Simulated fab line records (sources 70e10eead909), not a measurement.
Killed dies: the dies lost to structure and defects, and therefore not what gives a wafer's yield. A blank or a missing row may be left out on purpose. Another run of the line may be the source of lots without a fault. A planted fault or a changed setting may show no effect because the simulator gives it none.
The tool behind it: which one?	flow nandHarc	Sampling: 12 lots, 36 wafers, 4 of 1159 route steps

WHAT THE GAUGES SHOWED, per wafer
NHARC_P_ZERO_WELL_CD_MEAS_24: the cd target is 720 nm.
lot	measured	on	cdNm (nm)
L144	day 1 20:28	cdSem-01	716.3 717.6 713.6
L147	day 2 14:28	cdSem-02	719.1 718.6 718.1
L148	day 2 20:28	cdSem-01	720.3 718.1 720.3
L150	day 3 08:37	cdSem-03	721.3 720.4 719.8
L151	day 3 14:31	cdSem-02	719.8 720.8 724.1
L159	day 5 14:40	cdSem-03	720.2 720.5 721.7
L160	day 5 20:58	cdSem-02	719.4 719.6 717.2
L161	day 6 02:22	cdSem-02	721.0 724.4 719.6
L162	day 6 08:36	cdSem-02	718.0 718.8 720.4
L164	day 6 20:22	cdSem-01	722.5 719.1 716.0
L165	day 7 02:28	cdSem-02	721.3 719.9 719.4
L166	day 7 08:39	cdSem-02	720.5 723.8 722.6

NHARC_P_GATE_CD_MEAS_26: the cd target is 120 nm.
lot	measured	on	cdNm (nm)
L144	day 5 01:38	cdSem-03	120.3 120.2 119.4
L147	day 5 23:31	cdSem-03	120.4 120.8 119.6
L148	day 5 23:03	cdSem-01	120.7 120.2 120.1
L150	day 6 17:22	cdSem-02	114.2 113.3 113.6
L151	day 7 05:08	cdSem-02	119.9 119.5 119.6
L159	day 9 03:50	cdSem-02	120.6 119.5 120.0
L160	day 9 03:01	cdSem-02	119.4 119.8 119.8
L161	day 9 03:41	cdSem-03	120.1 120.3 119.6
L162	day 9 17:34	cdSem-01	119.3 119.5 119.6
L164	day 9 22:58	cdSem-03	119.9 120.0 120.0
L165	day 9 23:07	cdSem-01	120.5 119.9 120.0
L166	day 10 10:13	cdSem-02	119.8 119.0 120.1

EACH LOT AND THE TOOL THAT RAN IT (in order: tool; ch and the chambers of the sampled wafers; start)
lot	NHARC_P_ZERO_WELL_DESCUM_39	NHARC_P_GATE_EXPOSE_23
L144	rieDiel-03 ch 1,2, day 1 22:16	arfiScanner-02 ch 0, day 5 01:29
L147	rieDiel-10 ch 2,3, day 2 16:09	arfiScanner-02 ch 0, day 5 23:22
L148	rieDiel-10 ch 0,1, day 2 22:18	arfiScanner-01 ch 0, day 5 22:55
L150	rieDiel-10 ch 1,2,3, day 3 10:26	arfiScanner-02 ch 0, day 6 17:14
L151	rieDiel-10 ch 1,2, day 3 16:19	arfiScanner-03 ch 0, day 7 04:59
L159	rieDiel-10 ch 2,3, day 5 16:29	arfiScanner-02 ch 0, day 9 03:41
L160	rieDiel-05 ch 0,1,2, day 5 22:47	arfiScanner-03 ch 0, day 9 02:52
L161	rieDiel-05 ch 0,1,2, day 6 04:13	arfiScanner-03 ch 0, day 9 03:32
L162	rieDiel-10 ch 1,2,3, day 6 10:23	arfiScanner-01 ch 0, day 9 17:25
L164	rieDiel-05 ch 0,2, day 6 22:04	arfiScanner-02 ch 0, day 9 22:49
L165	rieDiel-05 ch 1,2,3, day 7 04:16	arfiScanner-01 ch 0, day 9 22:58
L166	rieDiel-10 ch 0,2, day 7 10:28	arfiScanner-02 ch 0, day 10 10:04
- NHARC_P_ZERO_WELL_DESCUM_39: chemistry O2, time 3 s.
- NHARC_P_GATE_EXPOSE_23: exposes mask P GATE, target cd 120 nm.

AS READ BY THE TOOLS THEMSELVES (means over the sampled wafers that have a number; for cases with no such wafer, the mark the record gives instead)
NHARC_P_ZERO_WELL_DESCUM_39.
lot	tool	drypumpMotorCurrentA (A)	oesProductAu (a.u.)	rfVppV (V)	showerheadPlenumPTorr (Torr)	throttleValvePct (%)
L144	rieDiel-03	5.5	1.004	58.0	1.87	11.307
L147	rieDiel-10	5.4	1.007	58.1	1.92	11.316
L148	rieDiel-10	5.5	0.997	58.4	1.87	11.317
L150	rieDiel-10	5.5	1.004	57.4	1.91	11.315
L151	rieDiel-10	5.6	0.990	58.0	1.89	11.318
L159	rieDiel-10	5.8	1.008	57.9	1.93	11.304
L160	rieDiel-05	5.4	0.998	57.3	1.85	11.305
L161	rieDiel-05	5.4	0.992	57.7	1.85	11.303
L162	rieDiel-10	5.5	1.006	58.0	1.91	11.306
L164	rieDiel-05	5.7	0.993	57.5	1.79	11.312
L165	rieDiel-05	5.5	0.997	57.1	1.91	11.309
L166	rieDiel-10	6.1	0.994	58.0	1.92	11.306

THE ANSWER, worked out from the rows above alone
Rule: the lots themselves supply what counts as usual. Put in order of their means at a reading, lots are off if they are a third of the lots or fewer, leave a main group of 4 or more, and stand apart from it by a gap of 3 or more times the standard deviation of the main group's means; of several such gaps the widest counts. If all means in a main group match to the digits the tables above print for the reading, that group is not used. Also off: a lot with no number at a reading for which 4 or more lots have one. Any other lot the step has rows for is counted as sound. The gauges are gone through in route order, then the tools' own readings, and for those a lot's mean is taken as printed above. The first step at which some lot is off is used, and at that step the reading that is off furthest; a lot without a number counts as furthest.
Off: L150, at NHARC_P_GATE_CD_MEAS_26 (cdNm). The main group has a mean of 119.9 nm with a standard deviation of 0.27.
A tool fits if, at a process step before that reading, it ran every lot that is off, and no sound lot after the first of them. The gauges at NHARC_P_GATE_CD_MEAS_26 are tried like those tools. Of those tried, none fits.

WHAT THE SIMULATOR PUT IN
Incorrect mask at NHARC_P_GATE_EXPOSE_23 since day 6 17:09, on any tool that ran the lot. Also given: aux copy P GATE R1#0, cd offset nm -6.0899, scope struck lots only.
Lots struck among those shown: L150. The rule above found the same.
